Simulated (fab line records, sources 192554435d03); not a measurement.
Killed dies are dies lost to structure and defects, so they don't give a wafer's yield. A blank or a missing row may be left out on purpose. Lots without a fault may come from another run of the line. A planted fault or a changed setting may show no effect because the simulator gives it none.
fab line records | flow n5_finfet
record lots=6 wafers=18 last_day=17
route steps=1938 shown BEOL_M2@852 BEOL_M4@1111
lots that met no fault: from a run of the same line without faults
start_h: hours from the record's first day to the start of the lot's first wafer shown | wait_h: hours since the lot's step before | " the same as in the row above | L1.1+2: a row that stands for several wafers | - no value, or no start given | * or withheld: withheld | < > ~ a bound
route shown NAME@n: a module of which the file shows steps, and the number in the route of the first | usual: mean/standard deviation of fault-free wafers | same: alike in all rows | chamber/n: place in a boat | sites: the reading at each site | _std_site: their standard deviation | _edge_site: outer sites' mean less inner sites' | radius_mm: how far each site lies from the wafer's centre | mask NAME#n: copy n | behind: the tool/chamber that last shaped the wafer | hold: why the lot was held/for how many hours/how that ended | device: the transistor (n, p or np) that didn't switch | end of line: the same wafers' tests at the end of the route | a step without rows: its recipe alone | killed: dies lost to structure and defects at the first sort, not the wafer's yield | map: a wafer's dies, x killed, . not, _ none there
set.NAME: the setting as run; set.NAME@STEP: as run at that earlier step | model.NAME: the simulator's own value behind a step, which no gauge read
lots at some steps of the route; a table a step, a row a wafer
services: from which hour (start_h, from the record's first day; less than 0 if before it) a tool's chamber was out of use, for how many hours, and why
## steps
# step N5_BEOL_M2_PEB_09
# recipe peb_temp_c=100 peb_time_s=60 resist=CAR-EUV
# step N5_BEOL_M2_DEVELOP_10
# recipe develop_time_s=30 developer=TMAH resist=CAR-EUV rinse_liquid=surfactant_rinse dry=air_spin dev_temp_c=23
# step N5_BEOL_M2_CD_MEAS_11
# recipe target_cd_nm=16.79 landing_energy_ev=500 detector=se_inlens polarity=opening
# usual cd_nm=16.86/0.28
# columns lot.wafer tool chamber start_h wait_h cd_nm
L798.3 cd_sem-01 0 167.09 - 17.15
L798.4 " 0 " " 17.53
L798.5 " 0 " " 16.87
L803.1 cd_sem-03 0 175.62 - 17.37
L803.4 " 0 " " 16.80
L803.6 " 0 " " 16.74
L809.2 cd_sem-03 0 234.94 - 16.91
L809.4 " 0 " " 16.98
L809.6 " 0 " " 16.44
L811.1 cd_sem-02 0 235.35 - 16.56
L811.2 " 0 " " 16.85
L811.5 " 0 " " 17.19
L817.2 cd_sem-02 0 274.77 - 17.06
L817.5 " 0 " " 17.45
L817.6 " 0 " " 16.81
L819.3 cd_sem-03 0 280.59 - 16.80
L819.4 " 0 " " 17.12
L819.6 " 0 " " 16.90
# step N5_BEOL_M2_OVL_MEAS_12
# recipe points_per_wafer=522
# usual M2_OVL=0.6/0.69
# columns lot.wafer tool chamber start_h wait_h M2_OVL[nm]
L798.3 overlay-02 0 167.13 0.0 -0.4
L798.4 " 0 " " -0.2
L798.5 " 0 " " -0.2
L803.1 overlay-01 0 175.65 0.0 0.5
L803.4 " 0 " " 1.0
L803.6 " 0 " " 1.1
L809.2 overlay-01 0 234.98 0.0 1.5
L809.4 " 0 " " 1.2
L809.6 " 0 " " 1.4
L811.1 overlay-01 0 235.38 0.0 0.5
L811.2 " 0 " " 0.6
L811.5 " 0 " " 0.7
L817.2 overlay-02 0 274.80 0.0 1.5
L817.5 " 0 " " 2.1
L817.6 " 0 " " 1.0
L819.3 overlay-01 0 280.63 0.0 1.9
L819.4 " 0 " " 2.4
L819.6 " 0 " " 1.8
# step N5_BEOL_M2_INSPECT_13
# recipe mode=adi inspect_instrument=brightfield
# usual raw_defect_count=444/110
# columns lot.wafer tool chamber start_h wait_h raw_defect_count
L798.3 defect_inspect-02 - 167.18 0.0 489
L798.4 " - " " 415
L798.5 " - " " 545
L803.1 defect_inspect-02 - 175.71 0.1 454
L803.4 " - " " 546
L803.6 " - " " 452
L809.2 defect_inspect-02 - 235.03 0.0 251
L809.4 " - " " 334
L809.6 " - " " 399
L811.1 defect_inspect-02 - 235.45 0.1 456
L811.2 " - " " 429
L811.5 " - " " 444
L817.2 defect_inspect-02 - 274.87 0.1 458
L817.5 " - " " 357
L817.6 " - " " 537
L819.3 defect_inspect-02 - 280.68 0.0 345
L819.4 " - " " 328
L819.6 " - " " 335
# step N5_BEOL_M2_DESCUM_16
# recipe chemistry=O2 time_s=7 source_power_w=50 bias_power_w=20 pressure_mtorr=20 rf_frequency_hz=2.712e+07 temp_c=40 resist=CAR-EUV o2_flow_sccm=225
# usual drypump_motor_current_A=5.9/0.41 oes_product_au=0.78/0.07 rf_vpp_V=243.1/1.1 showerhead_plenum_p_Torr=2.10/0.063 throttle_valve_pct=20.5/0.32
# same time_s=7
# columns lot.wafer tool chamber start_h wait_h drypump_motor_current_A oes_product_au rf_hours_counter_h rf_vpp_V showerhead_plenum_p_Torr throttle_valve_pct
L798.3 rie_diel-01 2 167.38 0.2 6.2 0.93 26 243.1 2.14 20.6
L798.4 " 3 " " 6.1 0.70 222 241.4 2.09 21.0
L798.5 " 1 " " 6.0 0.72 - 240.8 1.98 20.3
L803.1 rie_diel-06 0 175.74 0.0 5.7 0.80 120 245.8 2.20 20.5
L803.4 " 2 " " 5.4 0.73 192 241.7 2.08 20.3
L803.6 " 2 " " 5.4 0.73 - 243.0 2.08 20.3
L809.2 rie_diel-01 1 235.07 0.0 5.9 0.70 189 242.0 1.98 20.3
L809.4 " 0 " " 6.4 0.77 160 244.4 2.17 20.6
L809.6 " 1 " " 5.9 0.71 - 241.4 1.98 20.3
L811.1 rie_diel-06 0 235.69 0.2 5.7 0.78 141 244.2 2.19 20.5
L811.2 " 3 " " 5.3 0.80 57 244.7 2.13 20.5
L811.5 " 3 " " 5.3 0.80 - 241.6 2.13 20.5
L817.2 rie_diel-06 1 275.17 0.3 6.5 0.95 12 243.3 2.11 20.2
L817.5 " 0 " " 5.7 0.77 - 244.1 2.19 20.5
L817.6 " 3 " " 5.3 0.79 - 243.1 2.12 20.5
L819.3 rie_diel-03 3 280.71 0.0 6.3 0.81 112 242.1 2.00 19.9
L819.4 " 2 " " 5.4 0.70 215 241.2 2.04 20.1
L819.6 " 0 " " 6.1 0.70 - 243.9 2.11 21.1
# step N5_BEOL_M2_ETCH_74
# recipe chemistry=N2/H2 target=underlayer target_depth_a=65 mask_material=CAR-EUV time_s=5.2 ion_energy_ev=200 pressure_mtorr=30 source_w=840 bias_w=150 n2_flow_sccm=200 h2_flow_sccm=200 ends=cleared
# usual drypump_motor_current_A=5.9/0.42 etch_rf_on_time_s=5.28/0.19 oes_product_au=0.65/0.056 rf_vpp_V=524.0/2.2 showerhead_plenum_p_Torr=2.54/0.071 throttle_valve_pct=17.85/0.21
# columns lot.wafer tool chamber start_h wait_h drypump_motor_current_A etch_rf_on_time_s oes_product_au rf_hours_counter_h rf_vpp_V showerhead_plenum_p_Torr throttle_valve_pct
L798.3 rie_diel-01 2 167.42 0.0 6.2 5.14 0.78 26 525.0 2.60 17.84
L798.4 " 3 " " 6.2 4.85 0.64 222 523.4 2.51 18.24
L798.5 " 1 " " 5.9 5.32 0.60 - 520.5 2.41 17.64
L803.1 rie_diel-06 0 175.78 0.0 5.8 5.19 0.67 120 525.4 2.65 17.65
L803.4 " 2 " " 5.4 5.47 0.61 192 525.1 2.53 17.82
L803.6 " 2 " " 5.4 5.43 0.62 - 523.5 2.53 17.83
L809.2 rie_diel-01 1 235.10 0.0 6.0 5.30 0.59 189 522.1 2.40 17.68
L809.4 " 0 " " 6.5 5.63 0.62 160 527.8 2.64 18.02
L809.6 " 1 " " 6.0 5.37 0.59 - 520.0 2.40 17.69
L811.1 rie_diel-06 0 235.73 0.0 5.7 5.11 0.65 141 525.8 2.64 17.71
L811.2 " 3 " " 5.2 5.53 0.68 57 525.7 2.57 17.75
L811.5 " 3 " " 5.3 5.51 0.68 - 525.7 2.57 17.76
L817.2 rie_diel-06 1 275.20 0.0 6.5 5.06 0.81 12 525.1 2.60 17.85
L817.5 " 0 " " 5.7 5.09 0.65 - 527.9 2.63 17.74
L817.6 " 3 " " 5.3 5.45 0.68 - 526.2 2.57 17.81
L819.3 rie_diel-03 3 280.74 0.0 6.4 5.25 0.68 112 523.0 2.45 17.48
L819.4 " 2 " " 5.4 5.38 0.58 215 521.7 2.54 17.87
L819.6 " 0 " " 6.1 5.10 0.59 - 523.7 2.48 18.02
# step N5_BEOL_M2_ETCH_63
# recipe chemistry=CF4 target=SiARC target_depth_a=156 mask_material=CAR-EUV time_s=26 ion_energy_ev=80 pressure_mtorr=40 source_w=545 bias_w=36 Ar_flow_sccm=100 cf4_flow_sccm=100 ends=cleared
# step N5_BEOL_M2_ETCH_64
# recipe chemistry=N2/H2 target=SOC target_depth_a=750 overetch_a=225 mask_material=SiARC temp_c=40 time_s=121.9 ion_energy_ev=200 pressure_mtorr=30 source_w=840 bias_w=150 n2_flow_sccm=200 h2_flow_sccm=200
# usual drypump_motor_current_A=5.9/0.42 oes_product_au=0.59/0.049 rf_vpp_V=523.9/2 showerhead_plenum_p_Torr=2.54/0.071 throttle_valve_pct=17.80/0.21
# same time_s=121.9
# columns lot.wafer tool chamber start_h wait_h drypump_motor_current_A oes_product_au rf_hours_counter_h rf_vpp_V showerhead_plenum_p_Torr throttle_valve_pct
L798.3 rie_diel-01 2 167.46 0.0 6.3 0.69 27 524.6 2.60 17.82
L798.4 " 3 " " 6.1 0.54 222 522.1 2.51 18.19
L798.5 " 1 " " 5.9 0.55 - 520.5 2.41 17.59
L803.1 rie_diel-06 0 175.82 0.0 5.7 0.59 120 527.5 2.65 17.62
L803.4 " 2 " " 5.4 0.57 192 524.3 2.53 17.79
L803.6 " 2 " " 5.4 0.57 - 523.5 2.53 17.78
L809.2 rie_diel-01 1 235.15 0.0 5.9 0.53 189 520.3 2.40 17.64
L809.4 " 0 " " 6.5 0.58 160 526.3 2.64 17.95
L809.6 " 1 " " 5.9 0.53 - 520.2 2.40 17.64
L811.1 rie_diel-06 0 235.77 0.0 5.7 0.57 141 528.5 2.64 17.66
L811.2 " 3 " " 5.3 0.63 57 523.5 2.57 17.71
L811.5 " 3 " " 5.3 0.63 - 526.3 2.57 17.71
L817.2 rie_diel-06 1 275.25 0.0 6.5 0.70 12 526.0 2.61 17.78
L817.5 " 0 " " 5.7 0.57 - 526.6 2.63 17.70
L817.6 " 3 " " 5.3 0.61 - 525.0 2.57 17.74
L819.3 rie_diel-03 3 280.79 0.0 6.3 0.61 112 520.5 2.45 17.43
L819.4 " 2 " " 5.4 0.53 215 522.7 2.54 17.84
L819.6 " 0 " " 6.1 0.52 - 522.2 2.48 17.97
# step N5_BEOL_M2_STRIP_65
# recipe chemistry=N2/H2 temp_c=40 n2_flow_sccm=200 h2_flow_sccm=200 rf_frequency_hz=6e+07
# step N5_BEOL_M2_STRIP_75
# recipe chemistry=N2/H2 temp_c=40 n2_flow_sccm=200 h2_flow_sccm=200 rf_frequency_hz=6e+07
# step N5_BEOL_M2_STRIP_66
# recipe chemistry=CF4 resist=SiARC power_w=300 bias_power_w=75 pressure_mtorr=50 cf4_flow_sccm=150 rf_frequency_hz=6e+07
# usual drypump_motor_current_A=5.9/0.42 oes_product_au=0.76/0.064 rf_vpp_V=271.2/1.3 showerhead_plenum_p_Torr=1.80/0.051 throttle_valve_pct=13.64/0.19
# columns lot.wafer tool chamber start_h wait_h drypump_motor_current_A oes_product_au rf_hours_counter_h rf_vpp_V showerhead_plenum_p_Torr throttle_valve_pct
L798.3 rie_diel-01 2 167.59 0.0 6.2 0.89 27 271.5 1.83 13.54
L798.4 " 3 " " 6.1 0.71 222 270.5 1.77 13.92
L798.5 " 1 " " 6.0 0.71 - 269.6 1.70 13.56
L803.1 rie_diel-06 0 175.96 0.0 5.8 0.77 120 273.0 1.89 13.67
L803.4 " 2 " " 5.4 0.74 192 270.6 1.78 13.60
L803.6 " 2 " " 5.4 0.74 - 271.0 1.78 13.60
L809.2 rie_diel-01 1 235.28 0.0 5.9 0.69 189 271.3 1.70 13.62
L809.4 " 0 " " 6.5 0.76 160 272.1 1.87 13.76
L809.6 " 1 " " 5.9 0.69 - 268.1 1.70 13.61
L811.1 rie_diel-06 0 235.90 0.0 5.7 0.75 141 273.8 1.89 13.74
L811.2 " 3 " " 5.3 0.82 57 272.7 1.81 13.50
L811.5 " 3 " " 5.3 0.82 - 272.6 1.81 13.51
L817.2 rie_diel-06 1 275.38 0.0 6.5 0.91 12 270.5 1.82 13.35
L817.5 " 0 " " 5.7 0.74 - 272.0 1.88 13.77
L817.6 " 3 " " 5.3 0.80 - 272.1 1.81 13.54
L819.3 rie_diel-03 3 280.92 0.0 6.3 0.78 112 269.5 1.75 13.32
L819.4 " 2 " " 5.4 0.69 215 269.5 1.78 13.55
L819.6 " 0 " " 6.1 0.69 - 270.9 1.77 13.93
# step N5_BEOL_M2_HM_OPEN_17
# recipe chemistry=Cl2/BCl3 target_depth_a=200 overetch_a=60 target=TiN mask_material=SOC ion_energy_ev=150 pressure_mtorr=10 icp_w=1000 bias_w=126 Cl2_flow_sccm=53.25 bcl3_flow_sccm=21.75 Ar_flow_sccm=25
# usual bcl3_flow_sccm=21.77/0.066 bias_w=126.0/0.34 drypump_motor_current_A=5.6/0.35 oes_product_au=0.67/0.1 throttle_valve_pct=22.03/0.23
# columns lot.wafer tool chamber start_h wait_h bcl3_flow_sccm bias_w drypump_motor_current_A oes_product_au rf_hours_counter_h throttle_valve_pct model.SOC_of_BEOL_M2_COAT_61.thk_nm
L798.3 rie_metal-02 1 167.66 0.1 21.71 126.0 5.5 0.72 - 21.82 52.4
L798.4 " 0 " " 21.78 125.6 6.1 0.75 - 22.00 52
L798.5 " 1 " " 21.63 125.9 5.5 0.72 - 21.81 52.2
L803.1 rie_metal-01 0 176.00 0.0 21.70 126.5 5.1 0.50 149 22.44 52.4
L803.4 " 0 " " 21.85 126.3 5.0 0.50 - 22.45 52
L803.6 " 0 " " 21.80 126.7 5.1 0.50 - 22.45 52.4
L809.2 rie_metal-02 1 235.32 0.0 - - - - - - 59.8
L809.4 " 1 " " - - - - - - 59.8
L809.6 " 1 " " - - - - - - 59.8
L811.1 rie_metal-02 0 235.95 0.0 - - - - - - 59.6
L811.2 " 1 " " - - - - - - 60
L811.5 " 0 " " - - - - - - 59.8
L817.2 rie_metal-01 1 275.45 0.1 21.73 126.6 5.4 0.72 - 21.78 52
L817.5 " 1 " " 21.84 126.4 5.4 0.73 - 21.78 51.8
L817.6 " 1 " " 21.71 126.1 5.4 0.72 - 21.80 51.8
L819.3 rie_metal-01 0 280.99 0.1 21.81 125.5 5.1 0.84 - 21.83 51.8
L819.4 " 1 " " 21.75 126.1 5.4 0.71 - 21.81 51.8
L819.6 " 0 " " 21.78 125.8 5.0 0.85 - 21.84 51.6
# step N5_BEOL_M2_STRIP_19
# recipe chemistry=O2 power_w=400 temp_c=40 pressure_mtorr=30 rf_frequency_hz=6e+07 bias_power_w=0 overash_fraction=0.2 o2_flow_sccm=225
# usual drypump_motor_current_A=5.9/0.43 oes_product_au=0.77/0.064 rf_vpp_V=3.6/0.5 showerhead_plenum_p_Torr=2.10/0.061 throttle_valve_pct=16.73/0.26
# columns lot.wafer tool chamber start_h wait_h drypump_motor_current_A oes_product_au rf_hours_counter_h rf_vpp_V showerhead_plenum_p_Torr throttle_valve_pct
L798.3 rie_diel-06 2 167.74 0.1 5.4 0.74 189 3.9 2.08 16.63
L798.4 " 0 " " 5.7 0.82 116 3.3 2.21 16.69
L798.5 " 3 " " 5.3 0.85 - 3.2 2.14 16.62
L803.1 rie_diel-03 0 176.26 0.2 6.1 0.72 174 3.4 2.12 17.18
L803.4 " 2 " " 5.4 0.73 180 3.9 2.05 16.34
L803.6 " 1 " " 5.5 0.81 - 3.4 2.13 16.84
L809.2 rie_diel-01 1 235.56 0.2 5.9 0.71 189 3.9 1.98 16.63
L809.4 " 3 " " 6.1 0.70 244 3.6 2.08 17.19
L809.6 " 0 " " 6.4 0.77 - 2.9 2.18 16.79
L811.1 rie_diel-03 0 236.07 0.1 6.1 0.70 191 3.6 2.12 17.20
L811.2 " 3 " " 6.3 0.84 95 3.3 2.01 16.21
L811.5 " 0 " " 6.1 0.71 - 3.7 2.12 17.20
L817.2 rie_diel-01 2 275.69 0.2 6.2 0.87 67 3.8 2.13 16.82
L817.5 " 1 " " 5.9 0.70 - 3.0 1.97 16.67
L817.6 " 2 " " 6.2 0.87 - 3.1 2.13 16.81
L819.3 rie_diel-03 3 281.07 0.1 6.3 0.81 112 3.8 2.01 16.24
L819.4 " 0 " " 6.1 0.68 208 2.8 2.11 17.25
L819.6 " 3 " " 6.3 0.82 - 4.0 2.01 16.24
# step N5_BEOL_M2_CD_MEAS_18
# recipe pitch_nm=36 target_cd_nm=18
# usual cd_nm=18.1/0.4
# columns lot.wafer tool chamber start_h wait_h cd_nm
L798.3 cd_sem-01 - 167.82 0.1 18.7
L798.4 " - " " 18.1
L798.5 " - " " 18.4
L803.1 cd_sem-03 - 176.33 0.0 18.6
L803.4 " - " " 18.2
L803.6 " - " " 17.9
L809.2 cd_sem-01 - 235.63 0.1 -
L809.4 " - " " -
L809.6 " - " " -
L811.1 cd_sem-03 - 236.14 0.0 -
L811.2 " - " " -
L811.5 " - " " -
L817.2 cd_sem-02 - 275.76 0.1 17.5
L817.5 " - " " 19.0
L817.6 " - " " 17.7
L819.3 cd_sem-02 - 281.15 0.1 18.9
L819.4 " - " " 18.9
L819.6 " - " " 18.8
# step N5_BEOL_M2_COAT_67
# recipe resist=SOC temp_c=250 time_s=60 spin_rpm=1500 resist_thk_nm=60
# step N5_BEOL_M4_RC_MEAS_101
# usual DIBL_N=36.6/2.1 DIBL_P=36.5/2.7 IOFF_N=0.17/0.043 IOFF_P=0.22/0.045 ION_N=674/17 ION_P=461/9.9 SS_N=71.7/0.79 SS_P=73.4/0.79 VT_N=249/4 VT_P=-250/3.3
# columns lot.wafer tool chamber start_h wait_h DIBL_N[mV/V] DIBL_P[mV/V] IOFF_N[nA/um] IOFF_P[nA/um] ION_N[uA/um] ION_P[uA/um] SS_N[mV/dec] SS_P[mV/dec] VT_N[mV] VT_P[mV]
L798.3 prober-02 0 195.24 0.3 36.5 35.6 0.15 0.20 672 456 72.0 73.9 251 -254
L798.4 " 0 " " 39.6 40.1 0.23 0.28 699 477 72.4 75.3 244 -247
L798.5 " 0 " " 36.5 36.3 0.17 0.21 685 465 72.0 73.8 250 -250
L803.1 prober-01 0 209.08 0.0 37.1 37.3 0.17 0.20 667 454 72.2 73.3 248 -251
L803.4 " 0 " " 35.3 35.6 0.12 0.18 649 450 71.6 73.5 257 -256
L803.6 " 0 " " 35.7 36.6 0.14 0.20 665 456 71.8 72.8 251 -254
L817.2 prober-02 0 314.51 0.2 35.0 35.9 0.14 0.21 664 456 71.9 73.2 250 -249
L817.5 " 0 " " 39.6 40.6 0.23 0.29 679 465 73.3 74.6 246 -247
L817.6 " 0 " " 37.6 39.2 0.20 0.27 679 466 72.0 73.8 245 -246
L819.3 prober-02 0 320.61 0.3 38.0 35.6 0.18 0.20 674 451 72.4 73.7 249 -249
L819.4 " 0 " " 35.6 33.7 0.13 0.17 678 462 71.6 73.0 254 -253
L819.6 " 0 " " 36.6 31.5 0.16 0.15 646 442 73.1 72.5 257 -253
## services
# columns tool chamber start_h hours kind
rie_metal-01 1 144.96 112.8 repair
rie_metal-01 - 188.23 0.6 repair
rie_diel-06 1 220.53 - clean
rie_diel-06 1 220.53 - consumable_replace:focus_ring
rie_diel-06 1 220.53 20.2 scheduled_down
rie_diel-06 1 220.53 20.2 vent_cycle
rie_diel-03 - 222.26 2.8 pm
rie_diel-01 3 255.63 - clean
rie_diel-01 3 255.63 - consumable_replace:focus_ring
rie_diel-01 3 255.63 20.5 scheduled_down
rie_diel-01 3 255.63 20.5 vent_cycle
rie_metal-01 0 257.77 - clean
rie_metal-01 0 257.77 20.1 scheduled_down
rie_metal-01 0 257.77 20.1 vent_cycle
rie_metal-01 - 261.70 2.3 repair
rie_metal-01 - 265.24 2.8 pm
## key
first_sign step=N5_BEOL_M2_HM_OPEN_17 reading=tool_record direction=missing
effect step=N5_BEOL_M2_CD_MEAS_18 reading=cd_nm direction=missing
model_effect step=N5_BEOL_M2_HM_OPEN_17 value=SOC_of_BEOL_M2_COAT_61.thk_nm without=51.9 struck=59.8
met_at N5_BEOL_M2_HM_OPEN_17
struck_wafers L809.2,L809.4,L809.6,L811.1,L811.2,L811.5
later_rows_left_out L809.2,L809.4,L809.6,L811.1,L811.2,L811.5
sort_left_out L809.2,L809.4,L809.6,L811.1,L811.2,L811.5
onset_between 167.66 235.32
fault kind=skipped_step_whole tool=rie_metal-02 chamber=- onset_h=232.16 steps=N5_BEOL_M2_HM_OPEN_17 scope=struck_lots_only
# sort_left_out: the simulated sort isn't trusted on such a fault, so these wafers' sort isn't shown, and their yield isn't known
# later_rows_left_out: the simulator's readings of these wafers behind a module that went badly wrong aren't trusted and aren't shown, but for the sort
